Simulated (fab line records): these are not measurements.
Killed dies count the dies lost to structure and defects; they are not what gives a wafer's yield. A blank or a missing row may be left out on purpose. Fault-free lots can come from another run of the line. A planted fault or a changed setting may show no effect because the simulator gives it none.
Which tool did it? || flow nandHarc || 72 wafers from 24 lots sampled at 6 of the route's 1159 steps

== WHAT EACH GAUGE READ, for each wafer ==
No reading from a measuring or inspecting step in the record can be judged against a usual standard deviation.

== WHICH TOOL RAN EACH LOT (tool, then ch and the chambers of the sampled wafers, then the start) ==
{"lot": "L075", "NHARC_A_CONTACT_STRIP_55": "rieDiel-03 ch 0,2,3, day 16 17:41 or earlier", "NHARC_A_CONTACT_ETCH_125": "harCapEtch-02 ch 0,1, day 16 17:41", "NHARC_A_CONTACT_ETCH_127": "harCapEtch-02 ch 0,1, day 16 17:58", "NHARC_A_CONTACT_ETCH_128": "harCapEtch-02 ch 0,1, day 16 18:06", "NHARC_A_CONTACT_ETCH_129": "harCapEtch-02 ch 0,1, day 16 18:15", "NHARC_A_CONTACT_STRIP_26": "rieDiel-03 ch 0,2,3, no start"}
{"lot": "L076", "NHARC_A_CONTACT_STRIP_55": "rieDiel-02 ch 0,2, day 16 18:25 or earlier", "NHARC_A_CONTACT_ETCH_125": "harCapEtch-01 ch 0,1, day 16 18:25", "NHARC_A_CONTACT_ETCH_127": "harCapEtch-01 ch 0,1, day 16 18:41", "NHARC_A_CONTACT_ETCH_128": "harCapEtch-01 ch 0,1, day 16 18:50", "NHARC_A_CONTACT_ETCH_129": "harCapEtch-01 ch 0,1, day 16 18:58", "NHARC_A_CONTACT_STRIP_26": "rieDiel-09 ch 0,1, no start"}
{"lot": "L074", "NHARC_A_CONTACT_STRIP_55": "rieDiel-03 ch 0,2, day 17 03:22 or earlier", "NHARC_A_CONTACT_ETCH_125": "harCapEtch-02 ch 0,1, day 17 03:22", "NHARC_A_CONTACT_ETCH_127": "harCapEtch-02 ch 0,1, day 17 03:40", "NHARC_A_CONTACT_ETCH_128": "harCapEtch-02 ch 0,1, day 17 03:49", "NHARC_A_CONTACT_ETCH_129": "harCapEtch-02 ch 0,1, day 17 03:57", "NHARC_A_CONTACT_STRIP_26": "rieDiel-09 ch 0,1,2, no start"}
{"lot": "L079", "NHARC_A_CONTACT_STRIP_55": "rieDiel-09 ch 0,1,2, day 17 19:27 or earlier", "NHARC_A_CONTACT_ETCH_125": "harCapEtch-02 ch 0,1, day 17 19:27", "NHARC_A_CONTACT_ETCH_127": "harCapEtch-02 ch 0,1, day 17 19:43", "NHARC_A_CONTACT_ETCH_128": "harCapEtch-02 ch 0,1, day 17 19:52", "NHARC_A_CONTACT_ETCH_129": "harCapEtch-02 ch 0,1, day 17 20:01", "NHARC_A_CONTACT_STRIP_26": "rieDiel-09 ch 0,2,3, no start"}
{"lot": "L080", "NHARC_A_CONTACT_STRIP_55": "rieDiel-02 ch 0,2,3, day 18 00:16 or earlier", "NHARC_A_CONTACT_ETCH_125": "harCapEtch-01 ch 0,1, day 18 00:16", "NHARC_A_CONTACT_ETCH_127": "harCapEtch-01 ch 0,1, day 18 00:34", "NHARC_A_CONTACT_ETCH_128": "harCapEtch-01 ch 0,1, day 18 00:42", "NHARC_A_CONTACT_ETCH_129": "harCapEtch-01 ch 0,1, day 18 00:50", "NHARC_A_CONTACT_STRIP_26": "rieDiel-09 ch 0,2,3, no start"}
{"lot": "L077", "NHARC_A_CONTACT_STRIP_55": "rieDiel-02 ch 0,1,3, day 18 05:08 or earlier", "NHARC_A_CONTACT_ETCH_125": "harCapEtch-01 ch 0,1, day 18 05:08", "NHARC_A_CONTACT_ETCH_127": "harCapEtch-01 ch 0,1, day 18 05:25", "NHARC_A_CONTACT_ETCH_128": "harCapEtch-01 ch 0,1, day 18 05:34", "NHARC_A_CONTACT_ETCH_129": "harCapEtch-01 ch 0,1, day 18 05:42", "NHARC_A_CONTACT_STRIP_26": "rieDiel-09 ch 0,1, no start"}
{"lot": "L078", "NHARC_A_CONTACT_STRIP_55": "rieDiel-02 ch 0,1,2, day 18 14:38 or earlier", "NHARC_A_CONTACT_ETCH_125": "harCapEtch-01 ch 0,1, day 18 14:38", "NHARC_A_CONTACT_ETCH_127": "harCapEtch-01 ch 0,1, day 18 14:55", "NHARC_A_CONTACT_ETCH_128": "harCapEtch-01 ch 0,1, day 18 15:04", "NHARC_A_CONTACT_ETCH_129": "harCapEtch-01 ch 0,1, day 18 15:13", "NHARC_A_CONTACT_STRIP_26": "rieDiel-09 ch 0,2,3, no start"}
{"lot": "L081", "NHARC_A_CONTACT_STRIP_55": "rieDiel-09 ch 0,2,3, day 18 16:20 or earlier", "NHARC_A_CONTACT_ETCH_125": "harCapEtch-02 ch 0,1, day 18 16:20", "NHARC_A_CONTACT_ETCH_127": "harCapEtch-02 ch 0,1, day 18 16:37", "NHARC_A_CONTACT_ETCH_128": "harCapEtch-02 ch 0,1, day 18 16:45", "NHARC_A_CONTACT_ETCH_129": "harCapEtch-02 ch 0,1, day 18 16:53", "NHARC_A_CONTACT_STRIP_26": "rieDiel-02 ch 0,1, no start"}
{"lot": "L083", "NHARC_A_CONTACT_STRIP_55": "rieDiel-09 ch 0,2, day 19 04:38 or earlier", "NHARC_A_CONTACT_ETCH_125": "harCapEtch-02 ch 1, day 19 04:38", "NHARC_A_CONTACT_ETCH_127": "harCapEtch-02 ch 1, day 19 04:55", "NHARC_A_CONTACT_ETCH_128": "harCapEtch-02 ch 1, day 19 05:04", "NHARC_A_CONTACT_ETCH_129": "harCapEtch-02 ch 1, day 19 05:12", "NHARC_A_CONTACT_STRIP_26": "rieDiel-09 ch 2,3, no start"}
{"lot": "L082", "NHARC_A_CONTACT_STRIP_55": "rieDiel-02 ch 0,2,3, day 19 05:23 or earlier", "NHARC_A_CONTACT_ETCH_125": "harCapEtch-01 ch 0,1, day 19 05:23", "NHARC_A_CONTACT_ETCH_127": "harCapEtch-01 ch 0,1, day 19 05:40", "NHARC_A_CONTACT_ETCH_128": "harCapEtch-01 ch 0,1, day 19 05:48", "NHARC_A_CONTACT_ETCH_129": "harCapEtch-01 ch 0,1, day 19 05:56", "NHARC_A_CONTACT_STRIP_26": "rieDiel-03 ch 1,2,3, no start"}
{"lot": "L084", "NHARC_A_CONTACT_STRIP_55": "rieDiel-02 ch 0,3, day 19 10:10 or earlier", "NHARC_A_CONTACT_ETCH_125": "harCapEtch-02 ch 0, day 19 10:10", "NHARC_A_CONTACT_ETCH_127": "harCapEtch-02 ch 0, day 19 10:27", "NHARC_A_CONTACT_ETCH_128": "harCapEtch-02 ch 0, day 19 10:35", "NHARC_A_CONTACT_ETCH_129": "harCapEtch-02 ch 0, day 19 10:44", "NHARC_A_CONTACT_STRIP_26": "rieDiel-02 ch 1,3, no start"}
{"lot": "L085", "NHARC_A_CONTACT_STRIP_55": "rieDiel-03 ch 0,2,3, day 19 18:17 or earlier", "NHARC_A_CONTACT_ETCH_125": "harCapEtch-02 ch 0,1, day 19 18:17", "NHARC_A_CONTACT_ETCH_127": "harCapEtch-02 ch 0,1, day 19 18:34", "NHARC_A_CONTACT_ETCH_128": "harCapEtch-02 ch 0,1, day 19 18:42", "NHARC_A_CONTACT_ETCH_129": "harCapEtch-02 ch 0,1, day 19 18:50", "NHARC_A_CONTACT_STRIP_26": "rieDiel-02 ch 0,2,3, no start"}
{"lot": "L088", "NHARC_A_CONTACT_STRIP_55": "rieDiel-09 ch 0,2,3, day 19 18:35 or earlier", "NHARC_A_CONTACT_ETCH_125": "harCapEtch-01 ch 0,1, day 19 18:35", "NHARC_A_CONTACT_ETCH_127": "harCapEtch-01 ch 0,1, day 19 18:52", "NHARC_A_CONTACT_ETCH_128": "harCapEtch-01 ch 0,1, day 19 19:00", "NHARC_A_CONTACT_ETCH_129": "harCapEtch-01 ch 0,1, day 19 19:08", "NHARC_A_CONTACT_STRIP_26": "rieDiel-09 ch 0,1,2, no start"}
{"lot": "L086", "NHARC_A_CONTACT_STRIP_55": "rieDiel-09 ch 0,1,3, day 20 05:34 or earlier", "NHARC_A_CONTACT_ETCH_125": "harCapEtch-03 ch 0,1, day 20 05:34", "NHARC_A_CONTACT_ETCH_127": "harCapEtch-03 ch 0,1, day 20 06:04", "NHARC_A_CONTACT_ETCH_128": "harCapEtch-03 ch 0,1, day 20 06:18", "NHARC_A_CONTACT_ETCH_129": "harCapEtch-03 ch 0,1, day 20 06:29", "NHARC_A_CONTACT_STRIP_26": "rieDiel-09 ch 0,1,3, no start"}
{"lot": "L090", "NHARC_A_CONTACT_STRIP_55": "rieDiel-09 ch 0,1,3, day 20 15:39 or earlier", "NHARC_A_CONTACT_ETCH_125": "harCapEtch-03 ch 0,1, day 20 15:39", "NHARC_A_CONTACT_ETCH_127": "harCapEtch-03 ch 0,1, day 20 16:02", "NHARC_A_CONTACT_ETCH_128": "harCapEtch-03 ch 0,1, day 20 16:13", "NHARC_A_CONTACT_ETCH_129": "harCapEtch-03 ch 0,1, day 20 16:24", "NHARC_A_CONTACT_STRIP_26": "rieDiel-02 ch 0,1,2, no start"}
{"lot": "L087", "NHARC_A_CONTACT_STRIP_55": "rieDiel-09 ch 1,2,3, day 20 16:48 or earlier", "NHARC_A_CONTACT_ETCH_125": "harCapEtch-02 ch 0,1, day 20 16:48", "NHARC_A_CONTACT_ETCH_127": "harCapEtch-02 ch 0,1, day 20 17:05", "NHARC_A_CONTACT_ETCH_128": "harCapEtch-02 ch 0,1, day 20 17:14", "NHARC_A_CONTACT_ETCH_129": "harCapEtch-02 ch 0,1, day 20 17:22", "NHARC_A_CONTACT_STRIP_26": "rieDiel-09 ch 0,2,3, no start"}
{"lot": "L089", "NHARC_A_CONTACT_STRIP_55": "rieDiel-02 ch 0,2, day 20 18:22 or earlier", "NHARC_A_CONTACT_ETCH_125": "harCapEtch-01 ch 0,1, day 20 18:22", "NHARC_A_CONTACT_ETCH_127": "harCapEtch-01 ch 0,1, day 20 18:38", "NHARC_A_CONTACT_ETCH_128": "harCapEtch-01 ch 0,1, day 20 18:47", "NHARC_A_CONTACT_ETCH_129": "harCapEtch-01 ch 0,1, day 20 18:55", "NHARC_A_CONTACT_STRIP_26": "rieDiel-09 ch 1,2,3, no start"}
{"lot": "L091", "NHARC_A_CONTACT_STRIP_55": "rieDiel-09 ch 0,3, day 20 22:23 or earlier", "NHARC_A_CONTACT_ETCH_125": "harCapEtch-03 ch 0,1, day 20 22:23", "NHARC_A_CONTACT_ETCH_127": "harCapEtch-03 ch 0,1, day 20 22:46", "NHARC_A_CONTACT_ETCH_128": "harCapEtch-03 ch 0,1, day 20 22:58", "NHARC_A_CONTACT_ETCH_129": "harCapEtch-03 ch 0,1, day 20 23:08", "NHARC_A_CONTACT_STRIP_26": "rieDiel-03 ch 1,3, no start"}
{"lot": "L093", "NHARC_A_CONTACT_STRIP_55": "rieDiel-02 ch 0,2,3, day 21 14:34 or earlier", "NHARC_A_CONTACT_ETCH_125": "harCapEtch-01 ch 0,1, day 21 14:34", "NHARC_A_CONTACT_ETCH_127": "harCapEtch-01 ch 0,1, day 21 14:51", "NHARC_A_CONTACT_ETCH_128": "harCapEtch-01 ch 0,1, day 21 14:59", "NHARC_A_CONTACT_ETCH_129": "harCapEtch-01 ch 0,1, day 21 15:08", "NHARC_A_CONTACT_STRIP_26": "rieDiel-03 ch 0,2,3, no start"}
{"lot": "L094", "NHARC_A_CONTACT_STRIP_55": "rieDiel-09 ch 0,1,2, day 21 16:31 or earlier", "NHARC_A_CONTACT_ETCH_125": "harCapEtch-03 ch 0,1, day 21 16:31", "NHARC_A_CONTACT_ETCH_127": "harCapEtch-03 ch 0,1, day 21 16:48", "NHARC_A_CONTACT_ETCH_128": "harCapEtch-03 ch 0,1, day 21 16:56", "NHARC_A_CONTACT_ETCH_129": "harCapEtch-03 ch 0,1, day 21 17:05", "NHARC_A_CONTACT_STRIP_26": "rieDiel-09 ch 0,2, no start"}
{"lot": "L092", "NHARC_A_CONTACT_STRIP_55": "rieDiel-09 ch 1,2,3, day 21 17:52 or earlier", "NHARC_A_CONTACT_ETCH_125": "harCapEtch-01 ch 0,1, day 21 17:52", "NHARC_A_CONTACT_ETCH_127": "harCapEtch-01 ch 0,1, day 21 18:09", "NHARC_A_CONTACT_ETCH_128": "harCapEtch-01 ch 0,1, day 21 18:18", "NHARC_A_CONTACT_ETCH_129": "harCapEtch-01 ch 0,1, day 21 18:26", "NHARC_A_CONTACT_STRIP_26": "rieDiel-03 ch 1,2,3, no start"}
{"lot": "L095", "NHARC_A_CONTACT_STRIP_55": "rieDiel-03 ch 1,2, day 21 23:49 or earlier", "NHARC_A_CONTACT_ETCH_125": "harCapEtch-03 ch 0,1, day 21 23:49", "NHARC_A_CONTACT_ETCH_127": "harCapEtch-03 ch 0,1, day 22 00:05", "NHARC_A_CONTACT_ETCH_128": "harCapEtch-03 ch 0,1, day 22 00:14", "NHARC_A_CONTACT_ETCH_129": "harCapEtch-03 ch 0,1, day 22 00:22", "NHARC_A_CONTACT_STRIP_26": "rieDiel-09 ch 0,1,3, no start"}
{"lot": "L096", "NHARC_A_CONTACT_STRIP_55": "rieDiel-09 ch 0,1,3, day 22 08:35 or earlier", "NHARC_A_CONTACT_ETCH_125": "harCapEtch-01 ch 0,1, day 22 08:35", "NHARC_A_CONTACT_ETCH_127": "harCapEtch-01 ch 0,1, day 22 08:52", "NHARC_A_CONTACT_ETCH_128": "harCapEtch-01 ch 0,1, day 22 09:01", "NHARC_A_CONTACT_ETCH_129": "harCapEtch-01 ch 0,1, day 22 09:09", "NHARC_A_CONTACT_STRIP_26": "rieDiel-02 ch 1,2,3, no start"}
{"lot": "L097", "NHARC_A_CONTACT_STRIP_55": "rieDiel-09 ch 0,1,2, day 22 22:40 or earlier", "NHARC_A_CONTACT_ETCH_125": "harCapEtch-01 ch 0,1, day 22 22:40", "NHARC_A_CONTACT_ETCH_127": "harCapEtch-01 ch 0,1, day 22 22:56", "NHARC_A_CONTACT_ETCH_128": "harCapEtch-01 ch 0,1, day 22 23:05", "NHARC_A_CONTACT_ETCH_129": "harCapEtch-01 ch 0,1, day 22 23:14", "NHARC_A_CONTACT_STRIP_26": "rieDiel-03 ch 1,2,3, no start"}
- NHARC_A_CONTACT_STRIP_55: strips in O2.
- NHARC_A_CONTACT_ETCH_125: etches the open film in C4F8/O2/Ar, time 155 s, target depth 956 nm.
- NHARC_A_CONTACT_ETCH_127: etches the open film in C4F8/O2/Ar, time 155 s, target depth 956 nm.
- NHARC_A_CONTACT_ETCH_128: etches the open film in C4F8/O2/Ar, time 155 s, target depth 956 nm.
- NHARC_A_CONTACT_ETCH_129: etches the open film in C4F8/O2/Ar, time 155 s, target depth 956 nm.
- NHARC_A_CONTACT_STRIP_26: strips in O2.

== AS READ BY THE TOOLS THEMSELVES (means over the sampled wafers that have a number; for cases with no such wafer, the mark the record gives instead) ==
NHARC_A_CONTACT_STRIP_55. Usual: drypumpMotorCurrentA 5.9 A, standard deviation 0.35; o2FlowSccm 500.0 sccm, standard deviation 1.5; oesProductAu 0.999 a.u., standard deviation 0.0088; rfVppV 57.7 V, standard deviation 0.98; showerheadPlenumPTorr 3.52 Torr, standard deviation 0.18; throttleValvePct 17.036 %, standard deviation 0.0088.
{"lot": "L075", "tool": "rieDiel-03", "drypumpMotorCurrentA (A)": 5.8, "o2FlowSccm (sccm)": 498.4, "oesProductAu (a.u.)": 0.990, "rfVppV (V)": 57.8, "showerheadPlenumPTorr (Torr)": 3.51, "throttleValvePct (%)": 17.035, "flag": ""}
{"lot": "L076", "tool": "rieDiel-02", "drypumpMotorCurrentA (A)": 6.1, "o2FlowSccm (sccm)": 500.1, "oesProductAu (a.u.)": 0.996, "rfVppV (V)": 57.8, "showerheadPlenumPTorr (Torr)": 3.42, "throttleValvePct (%)": 17.043, "flag": ""}
{"lot": "L074", "tool": "rieDiel-03", "drypumpMotorCurrentA (A)": 5.9, "o2FlowSccm (sccm)": 500.2, "oesProductAu (a.u.)": 0.999, "rfVppV (V)": 58.6, "showerheadPlenumPTorr (Torr)": 3.55, "throttleValvePct (%)": 17.040, "flag": ""}
{"lot": "L079", "tool": "rieDiel-09", "drypumpMotorCurrentA (A)": 5.8, "o2FlowSccm (sccm)": 500.5, "oesProductAu (a.u.)": 0.997, "rfVppV (V)": 57.7, "showerheadPlenumPTorr (Torr)": 3.32, "throttleValvePct (%)": 17.040, "flag": ""}
{"lot": "L080", "tool": "rieDiel-02", "drypumpMotorCurrentA (A)": 6.2, "o2FlowSccm (sccm)": 499.6, "oesProductAu (a.u.)": 1.011, "rfVppV (V)": 57.9, "showerheadPlenumPTorr (Torr)": 3.54, "throttleValvePct (%)": 17.036, "flag": ""}
{"lot": "L077", "tool": "rieDiel-02", "drypumpMotorCurrentA (A)": 6.0, "o2FlowSccm (sccm)": 501.3, "oesProductAu (a.u.)": 0.994, "rfVppV (V)": 57.6, "showerheadPlenumPTorr (Torr)": 3.66, "throttleValvePct (%)": 17.036, "flag": ""}
{"lot": "L078", "tool": "rieDiel-02", "drypumpMotorCurrentA (A)": 5.7, "o2FlowSccm (sccm)": 500.2, "oesProductAu (a.u.)": 1.003, "rfVppV (V)": 58.2, "showerheadPlenumPTorr (Torr)": 3.54, "throttleValvePct (%)": 17.029, "flag": ""}
{"lot": "L081", "tool": "rieDiel-09", "drypumpMotorCurrentA (A)": 6.0, "o2FlowSccm (sccm)": 501.2, "oesProductAu (a.u.)": 0.999, "rfVppV (V)": 57.1, "showerheadPlenumPTorr (Torr)": 3.40, "throttleValvePct (%)": 17.042, "flag": ""}
{"lot": "L083", "tool": "rieDiel-09", "drypumpMotorCurrentA (A)": 5.9, "o2FlowSccm (sccm)": 499.6, "oesProductAu (a.u.)": 0.983, "rfVppV (V)": 57.1, "showerheadPlenumPTorr (Torr)": 3.30, "throttleValvePct (%)": 17.026, "flag": ""}
{"lot": "L082", "tool": "rieDiel-02", "drypumpMotorCurrentA (A)": 6.2, "o2FlowSccm (sccm)": 500.1, "oesProductAu (a.u.)": 0.997, "rfVppV (V)": 57.1, "showerheadPlenumPTorr (Torr)": 3.54, "throttleValvePct (%)": 17.030, "flag": ""}
{"lot": "L084", "tool": "rieDiel-02", "drypumpMotorCurrentA (A)": 6.4, "o2FlowSccm (sccm)": 499.5, "oesProductAu (a.u.)": 0.997, "rfVppV (V)": 58.3, "showerheadPlenumPTorr (Torr)": 3.66, "throttleValvePct (%)": 17.030, "flag": ""}
{"lot": "L085", "tool": "rieDiel-03", "drypumpMotorCurrentA (A)": 5.9, "o2FlowSccm (sccm)": 499.9, "oesProductAu (a.u.)": 1.006, "rfVppV (V)": 58.5, "showerheadPlenumPTorr (Torr)": 3.49, "throttleValvePct (%)": 17.045, "flag": ""}
{"lot": "L088", "tool": "rieDiel-09", "drypumpMotorCurrentA (A)": 6.0, "o2FlowSccm (sccm)": 500.0, "oesProductAu (a.u.)": 0.999, "rfVppV (V)": 58.5, "showerheadPlenumPTorr (Torr)": 3.58, "throttleValvePct (%)": 17.038, "flag": ""}
{"lot": "L086", "tool": "rieDiel-09", "drypumpMotorCurrentA (A)": 5.8, "o2FlowSccm (sccm)": 500.8, "oesProductAu (a.u.)": 0.995, "rfVppV (V)": 57.1, "showerheadPlenumPTorr (Torr)": 3.42, "throttleValvePct (%)": 17.038, "flag": ""}
{"lot": "L090", "tool": "rieDiel-09", "drypumpMotorCurrentA (A)": 5.8, "o2FlowSccm (sccm)": 500.4, "oesProductAu (a.u.)": 1.001, "rfVppV (V)": 56.3, "showerheadPlenumPTorr (Torr)": 3.42, "throttleValvePct (%)": 17.037, "flag": ""}
{"lot": "L087", "tool": "rieDiel-09", "drypumpMotorCurrentA (A)": 5.9, "o2FlowSccm (sccm)": 498.2, "oesProductAu (a.u.)": 0.997, "rfVppV (V)": 58.8, "showerheadPlenumPTorr (Torr)": 3.57, "throttleValvePct (%)": 17.038, "flag": ""}
{"lot": "L089", "tool": "rieDiel-02", "drypumpMotorCurrentA (A)": 6.1, "o2FlowSccm (sccm)": 498.8, "oesProductAu (a.u.)": 0.996, "rfVppV (V)": 57.3, "showerheadPlenumPTorr (Torr)": 3.40, "throttleValvePct (%)": 17.046, "flag": ""}
{"lot": "L091", "tool": "rieDiel-09", "drypumpMotorCurrentA (A)": 5.9, "o2FlowSccm (sccm)": 499.1, "oesProductAu (a.u.)": 1.001, "rfVppV (V)": 56.4, "showerheadPlenumPTorr (Torr)": 3.42, "throttleValvePct (%)": 17.043, "flag": ""}
{"lot": "L093", "tool": "rieDiel-02", "drypumpMotorCurrentA (A)": 6.2, "o2FlowSccm (sccm)": 499.9, "oesProductAu (a.u.)": 1.002, "rfVppV (V)": 58.2, "showerheadPlenumPTorr (Torr)": 3.53, "throttleValvePct (%)": 17.034, "flag": ""}
{"lot": "L094", "tool": "rieDiel-09", "drypumpMotorCurrentA (A)": 5.8, "o2FlowSccm (sccm)": 499.0, "oesProductAu (a.u.)": 1.006, "rfVppV (V)": 57.5, "showerheadPlenumPTorr (Torr)": 3.49, "throttleValvePct (%)": 17.040, "flag": ""}
{"lot": "L092", "tool": "rieDiel-09", "drypumpMotorCurrentA (A)": 5.9, "o2FlowSccm (sccm)": 499.2, "oesProductAu (a.u.)": 0.997, "rfVppV (V)": 57.0, "showerheadPlenumPTorr (Torr)": 3.56, "throttleValvePct (%)": 17.039, "flag": ""}
{"lot": "L095", "tool": "rieDiel-03", "drypumpMotorCurrentA (A)": 5.8, "o2FlowSccm (sccm)": 499.3, "oesProductAu (a.u.)": 1.000, "rfVppV (V)": 57.8, "showerheadPlenumPTorr (Torr)": 3.58, "throttleValvePct (%)": 17.031, "flag": ""}
{"lot": "L096", "tool": "rieDiel-09", "drypumpMotorCurrentA (A)": 5.8, "o2FlowSccm (sccm)": 500.4, "oesProductAu (a.u.)": 1.006, "rfVppV (V)": 58.3, "showerheadPlenumPTorr (Torr)": 3.41, "throttleValvePct (%)": 17.034, "flag": ""}
{"lot": "L097", "tool": "rieDiel-09", "drypumpMotorCurrentA (A)": 5.8, "o2FlowSccm (sccm)": 500.9, "oesProductAu (a.u.)": 0.997, "rfVppV (V)": 57.4, "showerheadPlenumPTorr (Torr)": 3.49, "throttleValvePct (%)": 17.036, "flag": ""}

NHARC_A_CONTACT_STRIP_26. Usual: drypumpMotorCurrentA 5.9 A, standard deviation 0.31; o2FlowSccm 500.1 sccm, standard deviation 1.6; oesProductAu 0.999 a.u., standard deviation 0.0097; rfVppV 57.6 V, standard deviation 0.96; showerheadPlenumPTorr 3.48 Torr, standard deviation 0.17; throttleValvePct 17.036 %, standard deviation 0.0092.
{"lot": "L075", "tool": "rieDiel-03", "drypumpMotorCurrentA (A)": 5.8, "o2FlowSccm (sccm)": 500.8, "oesProductAu (a.u.)": 0.998, "rfVppV (V)": 57.5, "showerheadPlenumPTorr (Torr)": 3.51, "throttleValvePct (%)": 17.036, "flag": ""}
{"lot": "L076", "tool": "rieDiel-09", "drypumpMotorCurrentA (A)": 5.6, "o2FlowSccm (sccm)": 499.9, "oesProductAu (a.u.)": 1.003, "rfVppV (V)": 58.0, "showerheadPlenumPTorr (Torr)": 3.35, "throttleValvePct (%)": 17.036, "flag": ""}
{"lot": "L074", "tool": "rieDiel-09", "drypumpMotorCurrentA (A)": 5.8, "o2FlowSccm (sccm)": 500.6, "oesProductAu (a.u.)": 1.004, "rfVppV (V)": 56.9, "showerheadPlenumPTorr (Torr)": 3.32, "throttleValvePct (%)": 17.048, "flag": ""}
{"lot": "L079", "tool": "rieDiel-09", "drypumpMotorCurrentA (A)": 6.0, "o2FlowSccm (sccm)": 499.3, "oesProductAu (a.u.)": 0.998, "rfVppV (V)": 57.5, "showerheadPlenumPTorr (Torr)": 3.40, "throttleValvePct (%)": 17.039, "flag": ""}
{"lot": "L080", "tool": "rieDiel-09", "drypumpMotorCurrentA (A)": 6.0, "o2FlowSccm (sccm)": 499.6, "oesProductAu (a.u.)": 0.997, "rfVppV (V)": 57.7, "showerheadPlenumPTorr (Torr)": 3.40, "throttleValvePct (%)": 17.034, "flag": ""}
{"lot": "L077", "tool": "rieDiel-09", "drypumpMotorCurrentA (A)": 5.7, "o2FlowSccm (sccm)": 499.2, "oesProductAu (a.u.)": 0.995, "rfVppV (V)": 56.7, "showerheadPlenumPTorr (Torr)": 3.35, "throttleValvePct (%)": 17.034, "flag": ""}
{"lot": "L078", "tool": "rieDiel-09", "drypumpMotorCurrentA (A)": 6.0, "o2FlowSccm (sccm)": 499.1, "oesProductAu (a.u.)": 0.989, "rfVppV (V)": 56.8, "showerheadPlenumPTorr (Torr)": 3.40, "throttleValvePct (%)": 17.034, "flag": ""}
{"lot": "L081", "tool": "rieDiel-02", "drypumpMotorCurrentA (A)": 5.9, "o2FlowSccm (sccm)": 500.7, "oesProductAu (a.u.)": 0.997, "rfVppV (V)": 57.1, "showerheadPlenumPTorr (Torr)": 3.54, "throttleValvePct (%)": 17.044, "flag": ""}
{"lot": "L083", "tool": "rieDiel-09", "drypumpMotorCurrentA (A)": 6.1, "o2FlowSccm (sccm)": 498.9, "oesProductAu (a.u.)": 0.998, "rfVppV (V)": 57.8, "showerheadPlenumPTorr (Torr)": 3.65, "throttleValvePct (%)": 17.036, "flag": ""}
{"lot": "L082", "tool": "rieDiel-03", "drypumpMotorCurrentA (A)": 5.8, "o2FlowSccm (sccm)": 498.3, "oesProductAu (a.u.)": 0.998, "rfVppV (V)": 57.7, "showerheadPlenumPTorr (Torr)": 3.50, "throttleValvePct (%)": 17.039, "flag": ""}
{"lot": "L084", "tool": "rieDiel-02", "drypumpMotorCurrentA (A)": 6.0, "o2FlowSccm (sccm)": 501.4, "oesProductAu (a.u.)": 1.005, "rfVppV (V)": 58.8, "showerheadPlenumPTorr (Torr)": 3.78, "throttleValvePct (%)": 17.032, "flag": ""}
{"lot": "L085", "tool": "rieDiel-02", "drypumpMotorCurrentA (A)": 6.2, "o2FlowSccm (sccm)": 500.2, "oesProductAu (a.u.)": 1.006, "rfVppV (V)": 57.7, "showerheadPlenumPTorr (Torr)": 3.53, "throttleValvePct (%)": 17.036, "flag": ""}
{"lot": "L088", "tool": "rieDiel-09", "drypumpMotorCurrentA (A)": 5.8, "o2FlowSccm (sccm)": 499.2, "oesProductAu (a.u.)": 0.996, "rfVppV (V)": 58.1, "showerheadPlenumPTorr (Torr)": 3.50, "throttleValvePct (%)": 17.034, "flag": ""}
{"lot": "L086", "tool": "rieDiel-09", "drypumpMotorCurrentA (A)": 5.8, "o2FlowSccm (sccm)": 501.1, "oesProductAu (a.u.)": 0.996, "rfVppV (V)": 57.6, "showerheadPlenumPTorr (Torr)": 3.42, "throttleValvePct (%)": 17.033, "flag": ""}
{"lot": "L090", "tool": "rieDiel-02", "drypumpMotorCurrentA (A)": 5.7, "o2FlowSccm (sccm)": 500.1, "oesProductAu (a.u.)": 0.998, "rfVppV (V)": 57.4, "showerheadPlenumPTorr (Torr)": 3.53, "throttleValvePct (%)": 17.029, "flag": ""}
{"lot": "L087", "tool": "rieDiel-09", "drypumpMotorCurrentA (A)": 6.0, "o2FlowSccm (sccm)": 500.4, "oesProductAu (a.u.)": 1.002, "rfVppV (V)": 57.4, "showerheadPlenumPTorr (Torr)": 3.57, "throttleValvePct (%)": 17.039, "flag": ""}
{"lot": "L089", "tool": "rieDiel-09", "drypumpMotorCurrentA (A)": 5.9, "o2FlowSccm (sccm)": 501.3, "oesProductAu (a.u.)": 0.995, "rfVppV (V)": 57.9, "showerheadPlenumPTorr (Torr)": 3.56, "throttleValvePct (%)": 17.036, "flag": ""}
{"lot": "L091", "tool": "rieDiel-03", "drypumpMotorCurrentA (A)": 5.7, "o2FlowSccm (sccm)": 500.0, "oesProductAu (a.u.)": 0.999, "rfVppV (V)": 57.9, "showerheadPlenumPTorr (Torr)": 3.46, "throttleValvePct (%)": 17.030, "flag": ""}
{"lot": "L093", "tool": "rieDiel-03", "drypumpMotorCurrentA (A)": 5.8, "o2FlowSccm (sccm)": 500.1, "oesProductAu (a.u.)": 0.999, "rfVppV (V)": 57.6, "showerheadPlenumPTorr (Torr)": 3.48, "throttleValvePct (%)": 17.038, "flag": ""}
{"lot": "L094", "tool": "rieDiel-09", "drypumpMotorCurrentA (A)": 5.9, "o2FlowSccm (sccm)": 499.7, "oesProductAu (a.u.)": 1.000, "rfVppV (V)": 58.1, "showerheadPlenumPTorr (Torr)": 3.65, "throttleValvePct (%)": 17.030, "flag": ""}
{"lot": "L092", "tool": "rieDiel-03", "drypumpMotorCurrentA (A)": 5.7, "o2FlowSccm (sccm)": 499.3, "oesProductAu (a.u.)": 0.995, "rfVppV (V)": 57.2, "showerheadPlenumPTorr (Torr)": 3.49, "throttleValvePct (%)": 17.036, "flag": ""}
{"lot": "L095", "tool": "rieDiel-09", "drypumpMotorCurrentA (A)": 5.8, "o2FlowSccm (sccm)": 500.4, "oesProductAu (a.u.)": 0.996, "rfVppV (V)": 56.0, "showerheadPlenumPTorr (Torr)": 3.41, "throttleValvePct (%)": 17.036, "flag": ""}
{"lot": "L096", "tool": "rieDiel-02", "drypumpMotorCurrentA (A)": 5.8, "o2FlowSccm (sccm)": 500.3, "oesProductAu (a.u.)": 0.999, "rfVppV (V)": 57.7, "showerheadPlenumPTorr (Torr)": 3.64, "throttleValvePct (%)": 17.036, "flag": ""}
{"lot": "L097", "tool": "rieDiel-03", "drypumpMotorCurrentA (A)": 5.7, "o2FlowSccm (sccm)": 500.4, "oesProductAu (a.u.)": 1.008, "rfVppV (V)": 58.2, "showerheadPlenumPTorr (Torr)": 3.48, "throttleValvePct (%)": 17.034, "flag": ""}

== THE ANSWER, worked out from the rows above alone ==
Rule: a lot is off if the mean of its wafers that have a number lies more than 3 standard deviations from the usual mean. A lot without any number at a reading at which 4 lots or more have one is off too. Where the step has rows for the other lots, those lots are counted as sound. After the gauges, taken in route order, come the tools' own readings; for these a lot's mean is taken, as printed above. The first step at which some lot is off is used, and at that step the reading that is off furthest; a lot without a number counts as furthest.
No lot is off on any of the readings shown, so nothing can be concluded from this.

== WHAT WAS PUT IN BY THE SIMULATOR ==
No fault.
